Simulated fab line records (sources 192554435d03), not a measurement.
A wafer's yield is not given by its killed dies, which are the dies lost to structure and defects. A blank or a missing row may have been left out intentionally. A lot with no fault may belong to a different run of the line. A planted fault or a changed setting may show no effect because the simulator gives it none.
Matching of chambers ; flow n5 finfet ; N5_DUMMY_REMOVAL_STRIP_10 on rie diel-02: 3 sister chambers
The step strips in N2/H2, time 40 s. 18 wafers are shown with their chamber, then 9 later ones without.

== WAFERS WITH THEIR CHAMBER ==
wafer;chamber;showerhead plenum p Torr (Torr);drypump motor current A (A);throttle valve pct (%)
L075.3;0;3.46;6.1;12.4
L075.4;1;3.22;6.3;12.6
L075.6;3;3.36;5.7;12.7
L077.1;3;3.36;5.7;12.7
L077.3;1;3.21;6.3;12.6
L077.4;1;3.21;6.3;12.6
L079.1;3;3.36;5.7;12.7
L079.4;0;3.46;6.1;12.5
L079.6;1;3.21;6.3;12.6
L080.1;3;3.36;5.7;12.7
L080.2;0;3.45;6.1;12.5
L080.4;0;3.45;6.0;12.5
L082.2;0;3.45;6.0;12.5
L082.4;0;3.45;6.1;12.5
L082.6;1;3.21;6.3;12.6
L084.3;0;3.45;6.1;12.5
L084.4;3;3.35;5.7;12.7
L084.5;1;3.21;6.3;12.6

SIGNATURES (means of the wafers above)
reading;chamber 0;chamber 1;chamber 3;scatter within a chamber
showerhead plenum p Torr;3.4529;3.2117;3.3580;0.00452
drypump motor current A;6.071;6.300;5.700;0.0309
throttle valve pct;12.486;12.600;12.700;0.0239
Rule: a wafer lies at a distance from a chamber equal to the root of the sum of squares, over the readings, of (its reading less the chamber's mean, divided by the reading's scatter). The wafer belongs to the nearest chamber; if the next one is less than 2 further off, it can't be placed. The scatter: take each reading less its chamber's mean, square it, sum over the shown wafers, divide by the number of wafers less the number of chambers, and take the root.

== WAFERS WITHOUT THEIR CHAMBER ==
wafer;showerhead plenum p Torr (Torr);drypump motor current A (A);throttle valve pct (%)
L087.2;3.20;6.3;12.6
L087.3;3.45;6.1;12.5
L087.4;3.20;6.3;12.6
L095.1;3.19;6.3;12.7
L095.2;3.44;6.1;12.5
L095.3;3.19;6.3;12.7
L096.2;3.43;6.1;12.6
L096.3;3.44;6.1;12.5
L096.4;3.19;6.3;12.7

== WHICH CHAMBER EACH ONE RAN IN ==
wafer;from the rows above;in truth
L087.2;1;1
L087.3;0;0
L087.4;1;1
L095.1;1;1
L095.2;0;0
L095.3;1;1
L096.2;0;0
L096.3;0;0
L096.4;1;1
9 of 9 placed correctly. Number that these rows cannot place: 0. 0 placed wrongly.
